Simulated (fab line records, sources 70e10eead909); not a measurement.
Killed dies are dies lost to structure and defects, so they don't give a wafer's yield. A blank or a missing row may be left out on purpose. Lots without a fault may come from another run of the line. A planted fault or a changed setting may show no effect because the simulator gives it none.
Chamber matching | flow nand_harc | NHARC_A_WL_FILL_CMP_12 on cmp-01: 4 sister chambers
The step polishes, t overpolish 30 s, target thk 75 nm. 8 wafers are shown with their chamber, then 12 later ones without.

WAFERS WITH THEIR CHAMBER
wafer  | chamber | motor_current_A (A) | time_to_endpoint_s (s)
L086.2 | 3       | 12.3                | 9.9
L088.2 | 0       | 11.4                | 12.3
L088.5 | 1       | 11.3                | 13.0
L091.2 | 0       | 11.8                | 12.1
L091.6 | 2       | 11.8                | 13.9
L094.1 | 3       | 11.8                | 14.7
L094.2 | 2       | 11.8                | 16.2
L094.3 | 1       | 11.2                | 17.6

WAFERS WITHOUT THEIR CHAMBER
wafer  | motor_current_A (A) | time_to_endpoint_s (s)
L093.1 | 11.8                | 14.9
L093.2 | 11.9                | 12.8
L093.5 | 11.7                | 13.4
L095.2 | 12.3                | 18.3
L095.3 | 12.3                | 14.5
L095.6 | 11.9                | 16.0
L096.2 | 11.2                | 12.7
L096.3 | 12.2                | 13.9
L096.6 | 11.3                | 16.2
L097.2 | 11.5                | 16.1
L097.4 | 11.5                | 16.4
L097.6 | 11.7                | 13.6

WHICH CHAMBER EACH WENT THROUGH
wafer  | from the rows above               | in truth
L093.1 | can't be placed: 2 or 0 or 3      | 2
L093.2 | can't be placed: 3 or 2 or 0      | 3
L093.5 | can't be placed: 0 or 2 or 3 or 1 | 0
L095.2 | can't be placed: 2 or 3 or 0      | 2
L095.3 | can't be placed: 3 or 2 or 0      | 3
L095.6 | can't be placed: 2 or 3 or 0      | 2
L096.2 | can't be placed: 1 or 0 or 2      | 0
L096.3 | can't be placed: 3 or 2 or 0      | 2
L096.6 | can't be placed: 1 or 0 or 2      | 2
L097.2 | can't be placed: 1 or 2 or 0 or 3 | 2
L097.4 | can't be placed: 1 or 2 or 0 or 3 | 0
L097.6 | can't be placed: 0 or 2 or 3 or 1 | 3
Placed correctly: 0 of 12. Can't be placed from these rows: 12 (the true chamber is among the candidates in 12). Placed wrongly: 0.
How it was worked out, from the rows above alone: a wafer's distance from a chamber is the root of the sum, over the readings, of the square of ((its reading less the chamber's mean) divided by the reading's scatter). The wafer belongs to the nearest chamber; if the next one is less than 2 further off, it can't be placed. A chamber's mean is the mean of its shown wafers. The scatter: the root of (the sum of the squares of (reading less its chamber's mean) over the shown wafers, divided by (wafers less chambers)).
